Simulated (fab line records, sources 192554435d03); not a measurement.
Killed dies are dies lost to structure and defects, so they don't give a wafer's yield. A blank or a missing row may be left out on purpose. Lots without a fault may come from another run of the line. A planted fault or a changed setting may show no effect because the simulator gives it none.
fab line records | flow n5_finfet
record lots=7 wafers=21
route steps=1938 shown HKMG_FIN@386 GATE_CUT@469 MOL_CONTACT_COAG@538 BEOL_M0_SAQP@663 BEOL_M0@715
start_h: hours from the record's first day to the start of the lot's first wafer shown | wait_h: hours since the lot's step before | " the same as in the row above | L1.1+2: a row that stands for several wafers | - no value, or no start given | * or withheld: withheld | < > ~ a bound
route shown NAME@n: a module of which the file shows steps, and the number in the route of the first | usual: mean/standard deviation of fault-free wafers | same: alike in all rows | chamber/n: place in a boat | sites: the reading at each site | _std_site: their standard deviation | _edge_site: outer sites' mean less inner sites' | radius_mm: how far each site lies from the wafer's centre | mask NAME#n: copy n | behind: the tool/chamber that last shaped the wafer | hold: why the lot was held/for how many hours/how that ended | device: the transistor (n, p or np) that didn't switch | end of line: the same wafers' tests at the end of the route | a step without rows: its recipe alone | killed: dies lost to structure and defects at the first sort, not the wafer's yield | map: a wafer's dies, x killed, . not, _ none there
set.NAME: the setting as run; set.NAME@STEP: as run at that earlier step | model.NAME: the simulator's own value behind a step, which no gauge read
lots whose settings were changed on purpose; a table a step, a row a wafer
## steps
# step N5_HKMG_FIN_HK_ALD_01
# recipe material=HfO2 target_thk_a=16 temp_c=withheld ald_precursor_family=HfCl4 ald_co_reactant=H2O pulse_time_s=3 purge_time_s=3 co_reactant_purge_time_s=2.5 co_reactant_pulse_time_s=0.3 ald_cycles=30
# columns lot.wafer tool chamber start_h wait_h set.ald_cycles
L074.4+5 ald_hk-03 3,1 75.16 0.0 30
L074.6 " 0 " " 34
L076.1+2 ald_hk-02 0,1 84.03 0.0 26
L076.6 " 0 " " 30
L080.1+2+5 ald_hk-01 2,0,1 108.29 0.0 30
L084.2+3+6 ald_hk-02 1,2,0 128.20 0.0 30
L088.1+2+5 ald_hk-02 3,1,2 157.32 0.0 30
L093.1+6 ald_hk-02 0,3 184.17 0.0 30
L093.3 " 3 " " 28
L097.1+6 ald_hk-02 0,3 212.58 0.0 30
L097.2 " 2 " " 34
# step N5_HKMG_FIN_HK_ANNEAL_02
# recipe temp_c=700 time_s=30 ambient=N2 idle_temp_c=600 ramp_up_c_per_s=150 ramp_down_c_per_s=60 cool_to_c=600
# step N5_HKMG_FIN_ALD_74
# recipe material=La2O3 target_thk_a=5 temp_c=250 ald_precursor_family=La-Cp ald_co_reactant=O3 pulse_time_s=6 co_reactant_pulse_time_s=1 purge_time_s=3 co_reactant_purge_time_s=3
# step N5_HKMG_FIN_WET_ETCH_82
# recipe chemistry=dHCl mix=1:10000 temp_c=25 target=La2O3 stop_on=HfO2 target_depth_nm=2 dry=ipa_marangoni rinse_time_s=30 rinse_temp_c=23
# step N5_HKMG_FIN_ALD_36
# recipe material=TiN target_thk_a=10 temp_c=400 ald_precursor_family=TiCl4 ald_co_reactant=NH3 pulse_time_s=1 purge_time_s=3 co_reactant_purge_time_s=2 co_reactant_pulse_time_s=2 ald_cycles=47 pressure_torr=3
# step N5_HKMG_FIN_THK_MEAS_70
# recipe thk_meas_gauge=xrf reads=HfO2_of_HKMG_FIN_HK_ALD_01
# usual HK_THK=1.580/0.02
# columns lot.wafer tool chamber start_h wait_h set.ald_cycles@HKMG_FIN_HK_ALD_01 HK_THK[nm]
L076.1 film_metro-01 - 88.79 0.2 26 1.355
L076.2 " - " " 26 1.355
L076.6 " - " " 30 1.566
L074.4 film_metro-02 - 106.85 0.2 30 1.593
L074.5 " - " " 30 1.598
L074.6 " - " " 34 1.836
L080.1 film_metro-02 - 111.73 0.2 30 1.533
L080.2 " - " " 30 1.552
L080.5 " - " " 30 1.559
L084.2 film_metro-01 - 131.64 0.2 30 1.561
L084.3 " - " " 30 1.573
L084.6 " - " " 30 1.580
L088.1 film_metro-01 - 160.80 0.2 30 1.601
L088.2 " - " " 30 1.574
L088.5 " - " " 30 1.576
L093.1 film_metro-01 - 187.62 0.2 30 1.568
L093.3 " - " " 28 1.471
L093.6 " - " " 30 1.580
L097.1 film_metro-02 - 215.95 0.2 30 1.577
L097.2 " - " " 34 1.787
L097.6 " - " " 30 1.552
# step N5_GATE_CUT_ETCH_58
# recipe chemistry=CH3F/O2 target=SiNx target_depth_a=170 time_s=128.6 ion_energy_ev=50 pressure_mtorr=30 source_w=415 bias_w=21 Ar_flow_sccm=150 CH3F_flow_sccm=30 O2_flow_sccm=20
# columns lot.wafer tool chamber start_h wait_h set.time_s model.etch.depth_nm
L076.1 rie_diel-04 2 95.97 0.1 137 18
L076.2 " 1 " " 128.6 16.68
L076.6 " 2 " " 137 18.09
L074.4 rie_diel-04 0 112.88 0.3 128.6 16.54
L074.5 " 1 " " 116.3 15.13
L074.6 " 3 " " 128.6 17.75
L080.1 rie_diel-02 3 117.52 0.0 128.6 16.49
L080.2 " 2 " " 128.6 16.48
L080.5 " 3 " " 128.6 16.38
L084.2 rie_diel-02 0 137.57 0.0 128.6 16.86
L084.3 " 1 " " 128.6 16.67
L084.6 " 3 " " 128.6 16.65
L088.1 rie_diel-02 3 167.38 0.1 128.6 16.7
L088.2 " 1 " " 128.6 16.88
L088.5 " 1 " " 128.6 16.91
L093.1 rie_diel-06 2 193.34 0.0 137.9 17.63
L093.3 " 3 " " 128.6 16.9
L093.6 " 0 " " 137.9 18.8
L097.1 rie_diel-06 1 221.61 0.0 128.6 17.11
L097.2 " 3 " " 128.6 16.87
L097.6 " 3 " " 128.6 16.85
# step N5_GATE_CUT_COAT_27
# recipe resist=underlayer temp_c=205 time_s=60 spin_rpm=1500 resist_thk_nm=10
# columns lot.wafer tool chamber start_h wait_h set.spin_rpm model.underlayer_of_GATE_CUT_COAT_27.thk_nm
L076.1+2+6 litho_track-03 0 - - 1426 10.2
L074.4+6 litho_track-04 0 - - 1420 10.4
L074.5 " 0 " " 1500 10
L080.1+2 litho_track-05 0 - - 1500 10
L080.5 " 0 " " 1366 10.4
L084.2+3+6 litho_track-04 0 - - 1500 10
L088.1+5 litho_track-05 0 - - 1426 10.2
L088.2 " 0 " " 1500 10
L093.1+3 litho_track-03 0 - - 1500 10
L093.6 " 0 " " 1612 9.8
L097.1+2+6 litho_track-04 0 - - 1429 10.2
# step N5_GATE_CUT_COAT_07
# recipe resist=CAR-EUV spin_rpm=1500 resist_thk_nm=30
# step N5_GATE_CUT_EBR_09
# recipe solvent=PGMEA ebr_width_mm=1.5
# step N5_GATE_CUT_DESCUM_18
# recipe chemistry=O2 time_s=7 source_power_w=50 bias_power_w=20 pressure_mtorr=20 rf_frequency_hz=2.712e+07 temp_c=40 resist=CAR-EUV o2_flow_sccm=225
# step N5_GATE_CUT_ETCH_28
# recipe chemistry=N2/H2 target=underlayer target_depth_a=130 mask_material=CAR-EUV time_s=10.4 ion_energy_ev=200 pressure_mtorr=30 source_w=840 bias_w=150 n2_flow_sccm=200 h2_flow_sccm=200 ends=cleared
# columns lot.wafer tool chamber start_h wait_h set.spin_rpm@GATE_CUT_COAT_27 model.CAR-EUV_of_GATE_CUT_COAT_07.thk_nm model.etch.depth_nm
L076.1 rie_diel-02 3 99.73 0.0 1426 14.2 10.24
L076.2 " 0 " " 1426 14.4 10.26
L076.6 " 0 " " 1426 14.4 10.25
L074.4+6 rie_diel-06 3,1 116.24 0.0 1420 14.4 10.32
L074.5 " 0 " " 1500 14.6 10.04
L080.1 rie_diel-04 0 121.59 0.0 1500 14.8 10
L080.2 " 1 " " 1500 14.6 10.01
L080.5 " 1 " " 1366 14.2 10.48
L084.2 rie_diel-04 0 140.98 0.0 1500 14.6 10.01
L084.3+6 " 1 " " 1500 14.4 10.01
L088.1 rie_diel-06 3 171.63 0.0 1426 14.2 10.24
L088.2 " 1 " " 1500 14.6 10.01
L088.5 " 0 " " 1426 14.2 10.29
L093.1 rie_diel-02 1 196.76 0.0 1500 14.8 10.05
L093.3 " 0 " " 1500 14.8 10.02
L093.6 " 2 " " 1612 15.2 9.71
L097.1 rie_diel-06 3 225.15 0.0 1429 14.4 10.23
L097.2 " 2 " " 1429 14.4 10.19
L097.6 " 0 " " 1429 14.4 10.21
# step N5_GATE_CUT_ETCH_36
# recipe chemistry=CF4 target=SiARC target_depth_a=130 mask_material=CAR-EUV time_s=21.7 ion_energy_ev=80 pressure_mtorr=40 source_w=545 bias_w=36 Ar_flow_sccm=100 cf4_flow_sccm=100 ends=cleared
# columns lot.wafer tool chamber start_h wait_h set.spin_rpm@GATE_CUT_COAT_27 model.CAR-EUV_of_GATE_CUT_COAT_07.thk_nm
L076.1+6 rie_diel-02 3,0 99.75 0.0 1426 6.6
L076.2 " 0 " " 1426 6.8
L074.4+6 rie_diel-06 3,1 116.26 0.0 1420 6.6
L074.5 " 0 " " 1500 6.8
L080.1 rie_diel-04 0 121.61 0.0 1500 7.2
L080.2 " 1 " " 1500 7
L080.5 " 1 " " 1366 6.4
L084.2 rie_diel-04 0 141.00 0.0 1500 7
L084.3+6 " 1 " " 1500 6.8
L088.1 rie_diel-06 3 171.65 0.0 1426 6.6
L088.2 " 1 " " 1500 7
L088.5 " 0 " " 1426 6.4
L093.1+3 rie_diel-02 1,0 196.78 0.0 1500 7
L093.6 " 2 " " 1612 7.4
L097.1+2 rie_diel-06 3,2 225.17 0.0 1429 6.8
L097.6 " 0 " " 1429 6.6
# step N5_MOL_CONTACT_COAG_ETCH_110
# recipe chemistry=CF4/O2 target=Si target_depth_a=25 time_s=8 pressure_mtorr=100 source_w=200 bias_w=12 ion_energy_ev=60 Ar_flow_sccm=100 cf4_flow_sccm=100 O2_flow_sccm=10
# usual rf_vpp_V=128/3.4
# columns lot.wafer tool chamber start_h wait_h set.bias_w rf_vpp_V
L076.1 rie_diel-03 0 105.62 0.0 12 127
L076.2 " 3 " " 12 122
L076.6 " 2 " " 12 133
L074.4 rie_diel-03 0 120.41 0.0 12 129
L074.5 " 3 " " 10.67 111
L074.6 " 2 " " 10.67 119
L080.1 rie_diel-03 2 126.27 0.0 12 133
L080.2 " 0 " " 12 125
L080.5 " 2 " " 12 134
L084.2 rie_diel-01 2 145.11 0.0 12 128
L084.3 " 0 " " 12 129
L084.6 " 1 " " 12 130
L088.1 rie_diel-03 0 176.27 0.0 12 126
L088.2 " 1 " " 10.41 114
L088.5 " 1 " " 10.41 114
L093.1 rie_diel-01 2 201.09 0.0 12 129
L093.3 " 0 " " 14.11 149
L093.6 " 1 " " 14.11 147
L097.1 rie_diel-03 1 229.42 0.0 12 129
L097.2 " 2 " " 13.59 148
L097.6 " 2 " " 12 132
# step N5_MOL_CONTACT_COAG_COAT_75
# recipe resist=SOC temp_c=250 time_s=60 spin_rpm=1500 resist_thk_nm=60
# columns lot.wafer tool chamber start_h wait_h set.spin_rpm model.SOC_of_MOL_CONTACT_COAG_COAT_75.thk_nm
L076.1 litho_track-02 0 116.57 0.0 1500 59.8
L076.2+6 " 0 " " 1500 60
L074.4 litho_track-01 0 129.97 0.0 1500 59.8
L074.5 " 0 " " 1337 63.4
L074.6 " 0 " " 1337 63.6
L080.1+2 litho_track-01 0 133.88 0.0 1357 63.2
L080.5 " 0 " " 1500 59.8
L084.2+6 litho_track-02 0 160.62 0.0 1500 60
L084.3 " 0 " " 1500 60.4
L088.1 litho_track-03 0 185.40 0.0 1500 60.2
L088.2+5 " 0 " " 1394 62.4
L093.1+3+6 litho_track-03 0 210.68 0.0 1500 60.2
L097.1 litho_track-03 0 242.71 0.0 1500 60
L097.2 " 0 " " 1647 57.2
L097.6 " 0 " " 1647 57
# step N5_MOL_CONTACT_COAG_COAT_76
# recipe resist=SiARC temp_c=220 time_s=60 spin_rpm=1500 resist_thk_nm=10
# step N5_MOL_CONTACT_COAG_COAT_77
# recipe resist=underlayer temp_c=205 time_s=60 spin_rpm=1500 resist_thk_nm=10
# step N5_MOL_CONTACT_COAG_ALD_131
# recipe material=SiO2 target_thk_a=50 temp_c=100 ald_precursor_family=BDEAS ald_co_reactant=O2-plasma pulse_time_s=1 co_reactant_pulse_time_s=1 purge_time_s=2 co_reactant_purge_time_s=2 ald_cycles=35 pressure_torr=2
# step N5_MOL_CONTACT_COAG_ETCHBACK_132
# recipe chemistry=CHF3 target=SiO2 target_depth_a=100 time_s=6.7 ion_energy_ev=200 pressure_mtorr=30 source_w=610 bias_w=170 Ar_flow_sccm=200 CHF3_flow_sccm=50
# step N5_MOL_CONTACT_COAG_ETCH_91
# recipe chemistry=N2/H2 target=SOC target_depth_a=600 overetch_a=210 mask_material=SiARC temp_c=40 time_s=101.2 ion_energy_ev=200 pressure_mtorr=30 source_w=840 bias_w=150 n2_flow_sccm=200 h2_flow_sccm=200
# columns lot.wafer tool chamber start_h wait_h set.spin_rpm@MOL_CONTACT_COAG_COAT_75 model.etch.depth_nm
L076.1 rie_diel-01 2 117.97 0.0 1500 59.89
L076.2 " 3 " " 1500 60.01
L076.6 " 0 " " 1500 59.97
L074.4 rie_diel-01 1 131.02 0.0 1500 59.86
L074.5 " 3 " " 1337 63.45
L074.6 " 2 " " 1337 63.54
L080.1 rie_diel-01 0 135.09 0.0 1357 63.24
L080.2 " 1 " " 1357 63.14
L080.5 " 3 " " 1500 59.88
L084.2 rie_diel-03 2 161.94 0.0 1500 60.05
L084.3 " 0 " " 1500 60.32
L084.6 " 1 " " 1500 60.09
L088.1 rie_diel-01 1 186.91 0.0 1500 60.26
L088.2 " 2 " " 1394 62.31
L088.5 " 2 " " 1394 62.5
L093.1 rie_diel-05 0 211.65 0.0 1500 60.23
L093.3+6 " 3,0 " " 1500 60.12
L097.1 rie_diel-05 0 243.61 0.0 1500 59.92
L097.2 " 3 " " 1647 57.18
L097.6 " 1 " " 1647 57.02
# step N5_MOL_CONTACT_COAG_STRIP_92
# recipe chemistry=N2/H2 temp_c=40 n2_flow_sccm=200 h2_flow_sccm=200 rf_frequency_hz=6e+07
# step N5_MOL_CONTACT_COAG_STRIP_93
# recipe chemistry=N2/H2 temp_c=40 n2_flow_sccm=200 h2_flow_sccm=200 rf_frequency_hz=6e+07
# step N5_MOL_CONTACT_COAG_ETCHBACK_135
# recipe chemistry=CHF3 target=SiO2 target_depth_a=250 time_s=16.7 ion_energy_ev=200 pressure_mtorr=30 source_w=610 bias_w=170 Ar_flow_sccm=200 CHF3_flow_sccm=50
# columns lot.wafer tool chamber start_h wait_h set.spin_rpm@MOL_CONTACT_COAG_COAT_75 model.SOC_of_MOL_CONTACT_COAG_COAT_75.thk_nm
L076.1 rie_diel-01 2 118.07 0.0 1500 57.2
L076.2+6 " 3,0 " " 1500 57.4
L074.4 rie_diel-01 1 131.11 0.0 1500 57.2
L074.5+6 " 3,2 " " 1337 60.8
L080.1 rie_diel-01 0 135.19 0.0 1357 60.6
L080.2 " 1 " " 1357 60.4
L080.5 " 3 " " 1500 57.2
L084.2+6 rie_diel-03 2,1 162.03 0.0 1500 57.4
L084.3 " 0 " " 1500 57.6
L088.1 rie_diel-01 1 187.00 0.0 1500 57.6
L088.2 " 2 " " 1394 59.6
L088.5 " 2 " " 1394 59.8
L093.1+3+6 rie_diel-05 0,3,0 211.74 0.0 1500 57.6
L097.1 rie_diel-05 0 243.70 0.0 1500 57.4
L097.2 " 3 " " 1647 54.6
L097.6 " 1 " " 1647 54.4
# step N5_BEOL_M0_SAQP_SPACER1_ALD_98
# recipe material=SiO2 target_thk_a=128 temp_c=300 ald_precursor_family=BDEAS ald_co_reactant=O2-plasma pulse_time_s=1 purge_time_s=2 co_reactant_purge_time_s=2 ald_cycles=138 pressure_torr=2
# columns lot.wafer tool chamber start_h wait_h set.ald_cycles model.SiO2_of_BEOL_M0_SAQP_SPACER1_ALD_98.thk_nm
L076.1+2 ald_sin-04 0,2 127.22 0.3 138 12.8
L076.6 " 2 " " 121 11.2
L074.4+6 ald_sin-04 2,1 140.76 0.1 155 14.4
L074.5 " 0 " " 138 12.8
L080.1+2 ald_sin-01 2,3 145.13 1.0 138 12.8
L080.5 " 0 " " 156 14.6
L084.2+3+6 ald_sin-01 0,2,2 173.28 0.3 138 12.8
L088.1+5 ald_sin-02 2,1 198.32 0.3 138 12.8
L088.2 " 0 " " 154 14.4
L093.1+3+6 ald_sin-04 1,2,3 221.44 0.3 138 12.8
L097.1+6 ald_sin-01 1,3 254.71 0.6 152 14
L097.2 " 0 " " 138 13
# step N5_BEOL_M0_SAQP_SPACER1_ETCHBACK_99
# recipe chemistry=CHF3/O2 mode=anisotropic_etchback target=SiO2 target_depth_a=154 time_s=7.7 pressure_mtorr=30 source_w=650 bias_w=170 Ar_flow_sccm=200 CHF3_flow_sccm=50 O2_flow_sccm=5 ion_energy_ev=200
# step N5_BEOL_M0_SAQP_MANDREL1_REMOVE_100
# recipe chemistry=HBr/Cl2/O2 bt_time_s=10 target=a-Si stop_on=SiNx endpoint=OES-SiCl over_etch_frac=0.85 icp_w=600 bias_w=30 HBr_flow_sccm=150 Cl2_flow_sccm=80 O2_flow_sccm=5 pressure_mtorr=10
# columns lot.wafer tool chamber start_h wait_h set.ald_cycles@BEOL_M0_SAQP_SPACER1_ALD_98 model.BEOL_M0_SAQP.cd_nm
L076.1 rie_si-05 1 127.78 0.1 138 12.6
L076.2 " 0 " " 138 12.8
L076.6 " 2 " " 121 11.2
L074.4+6 rie_si-02 1,3 141.40 0.0 155 14.2
L074.5 " 0 " " 138 12.6
L080.1 rie_si-05 1 145.69 0.1 138 12.8
L080.2 " 3 " " 138 12.6
L080.5 " 1 " " 156 14.4
L084.2+6 rie_si-03 1,3 173.89 0.1 138 12.8
L084.3 " 0 " " 138 13
L088.1 rie_si-05 0 198.92 0.1 138 13
L088.2 " 2 " " 154 14.2
L088.5 " 3 " " 138 12.6
L093.1+3+6 rie_si-03 2,0,3 222.00 0.1 138 13
L097.1 rie_si-02 0 255.27 0.1 152 14.2
L097.2 " 1 " " 138 13
L097.6 " 2 " " 152 14
# step N5_BEOL_M0_SAQP_CD_MEAS_25
# recipe target_cd_nm=13.1 landing_energy_ev=1000 detector=se_inlens
# usual cd_nm=12.79/0.24
# columns lot.wafer tool chamber start_h wait_h set.ald_cycles@BEOL_M0_SAQP_SPACER1_ALD_98 cd_nm
L076.1 cd_sem-03 0 127.89 0.1 138 12.75
L076.2 " 0 " " 138 13.04
L076.6 " 0 " " 121 10.90
L074.4 cd_sem-01 0 141.52 0.1 155 14.15
L074.5 " 0 " " 138 12.75
L074.6 " 0 " " 155 14.12
L080.1 cd_sem-02 0 145.80 0.1 138 12.67
L080.2 " 0 " " 138 12.85
L080.5 " 0 " " 156 14.22
L084.2 cd_sem-02 0 174.00 0.1 138 12.74
L084.3 " 0 " " 138 12.85
L084.6 " 0 " " 138 13.13
L088.1 cd_sem-03 0 199.02 0.1 138 12.96
L088.2 " 0 " " 154 14.35
L088.5 " 0 " " 138 12.41
L093.1 cd_sem-03 0 222.11 0.1 138 12.97
L093.3 " 0 " " 138 12.52
L093.6 " 0 " " 138 12.91
L097.1 cd_sem-01 0 255.38 0.1 152 14.11
L097.2 " 0 " " 138 13.13
L097.6 " 0 " " 152 14.05
# step N5_BEOL_M0_ETCH_138
# recipe chemistry=CH3F/O2 target_depth_a=120 target=SiCN time_s=31.6 ion_energy_ev=120 pressure_mtorr=30 source_w=395 bias_w=75 Ar_flow_sccm=150 CH3F_flow_sccm=30 O2_flow_sccm=20 ends=cleared
# usual rf_vpp_V=298.2/1.6
# columns lot.wafer tool chamber start_h wait_h set.bias_w rf_vpp_V
L076.1 rie_diel-01 2 131.71 0.0 75 299.5
L076.2 " 3 " " 75 299.6
L076.6 " 2 " " 75 298.1
L074.4 rie_diel-05 1 145.56 0.0 75 296.3
L074.5 " 3 " " 75 301.4
L074.6 " 2 " " 81.66 316.8
L080.1 rie_diel-05 3 149.84 0.0 75 299.3
L080.2 " 2 " " 75 300.1
L080.5 " 3 " " 75 299.3
L084.2 rie_diel-05 0 178.67 0.0 75 296.3
L084.3 " 1 " " 75 296.2
L084.6 " 0 " " 75 294.6
L088.1 rie_diel-05 3 202.87 0.0 83.03 319.1
L088.2 " 0 " " 75 295.5
L088.5 " 2 " " 75 299.0
L093.1 rie_diel-05 3 226.21 0.0 75 299.6
L093.3 " 2 " " 88.25 332.8
L093.6 " 2 " " 75 299.5
L097.1 rie_diel-03 3 259.94 0.0 87.62 330.4
L097.2 " 2 " " 87.62 328.1
L097.6 " 2 " " 75 298.4
# step N5_BEOL_M0_ETCH_109
# recipe chemistry=CH3F/O2 target_depth_a=80 overetch_a=24 target=SiCN time_s=27.4 ion_energy_ev=120 pressure_mtorr=30 source_w=395 bias_w=75 Ar_flow_sccm=150 CH3F_flow_sccm=30 O2_flow_sccm=20
# usual rf_vpp_V=298.0/1.6
# columns lot.wafer tool chamber start_h wait_h set.bias_w rf_vpp_V
L076.1 rie_diel-05 1 132.92 0.0 84.4 319.4
L076.2 " 2 " " 84.4 321.9
L076.6 " 3 " " 75 298.9
L074.4 rie_diel-05 2 148.60 0.1 61.9 265.7
L074.5 " 2 " " 75 300.2
L074.6 " 3 " " 75 298.7
L080.1 rie_diel-01 2 150.51 0.0 75 298.7
L080.2 " 0 " " 75 296.5
L080.5 " 3 " " 75 299.7
L084.2 rie_diel-01 2 181.58 0.4 75 299.2
L084.3 " 0 " " 75 299.2
L084.6 " 0 " " 75 297.1
L088.1 rie_diel-03 3 203.86 0.0 75 295.7
L088.2 " 0 " " 75 297.8
L088.5 " 1 " " 75 296.9
L093.1 rie_diel-03 0 231.63 0.0 68.11 281.3
L093.3 " 1 " " 68.11 279.3
L093.6 " 2 " " 75 297.3
L097.1 rie_diel-05 1 260.75 0.0 65.56 271.8
L097.2 " 3 " " 75 299.1
L097.6 " 1 " " 75 295.9
## key
split step=N5_HKMG_FIN_HK_ALD_01 setting=ald_cycles stated=30 by=wafer
response step=N5_HKMG_FIN_THK_MEAS_70 reading=HK_THK change=+0.0168 per=1% r=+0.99
split step=N5_GATE_CUT_ETCH_58 setting=time_s stated=128.6 by=wafer
response step=N5_GATE_CUT_ETCH_58 reading=model.etch.depth_nm change=+0.202 per=1% r=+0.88
split step=N5_GATE_CUT_COAT_27 setting=spin_rpm stated=1500 by=wafer
response step=N5_GATE_CUT_COAT_27 reading=model.underlayer_of_GATE_CUT_COAT_27.thk_nm change=-0.0435 per=1% r=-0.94
response step=N5_GATE_CUT_ETCH_28 reading=model.CAR-EUV_of_GATE_CUT_COAT_07.thk_nm change=+0.0557 per=1% r=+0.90
response step=N5_GATE_CUT_ETCH_28 reading=model.etch.depth_nm change=-0.0501 per=1% r=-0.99
response step=N5_GATE_CUT_ETCH_36 reading=model.CAR-EUV_of_GATE_CUT_COAT_07.thk_nm change=+0.0678 per=1% r=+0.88
split step=N5_MOL_CONTACT_COAG_ETCH_110 setting=bias_w stated=12 by=wafer
response step=N5_MOL_CONTACT_COAG_ETCH_110 reading=rf_vpp_V change=+1.11 per=1% r=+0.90
split step=N5_MOL_CONTACT_COAG_COAT_75 setting=spin_rpm stated=1500 by=wafer
response step=N5_MOL_CONTACT_COAG_COAT_75 reading=model.SOC_of_MOL_CONTACT_COAG_COAT_75.thk_nm change=-0.328 per=1% r=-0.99
response step=N5_MOL_CONTACT_COAG_ETCH_91 reading=model.etch.depth_nm change=-0.321 per=1% r=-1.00
response step=N5_MOL_CONTACT_COAG_ETCHBACK_135 reading=model.SOC_of_MOL_CONTACT_COAG_COAT_75.thk_nm change=-0.321 per=1% r=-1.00
split step=N5_BEOL_M0_SAQP_SPACER1_ALD_98 setting=ald_cycles stated=138 by=wafer
response step=N5_BEOL_M0_SAQP_SPACER1_ALD_98 reading=model.SiO2_of_BEOL_M0_SAQP_SPACER1_ALD_98.thk_nm change=+0.129 per=1% r=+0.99
response step=N5_BEOL_M0_SAQP_MANDREL1_REMOVE_100 reading=model.BEOL_M0_SAQP.cd_nm change=+0.123 per=1% r=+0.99
response step=N5_BEOL_M0_SAQP_CD_MEAS_25 reading=cd_nm change=+0.126 per=1% r=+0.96
split step=N5_BEOL_M0_ETCH_138 setting=bias_w stated=75 by=wafer
response step=N5_BEOL_M0_ETCH_138 reading=rf_vpp_V change=+1.9 per=1% r=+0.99
split step=N5_BEOL_M0_ETCH_109 setting=bias_w stated=75 by=wafer
response step=N5_BEOL_M0_ETCH_109 reading=rf_vpp_V change=+1.9 per=1% r=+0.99
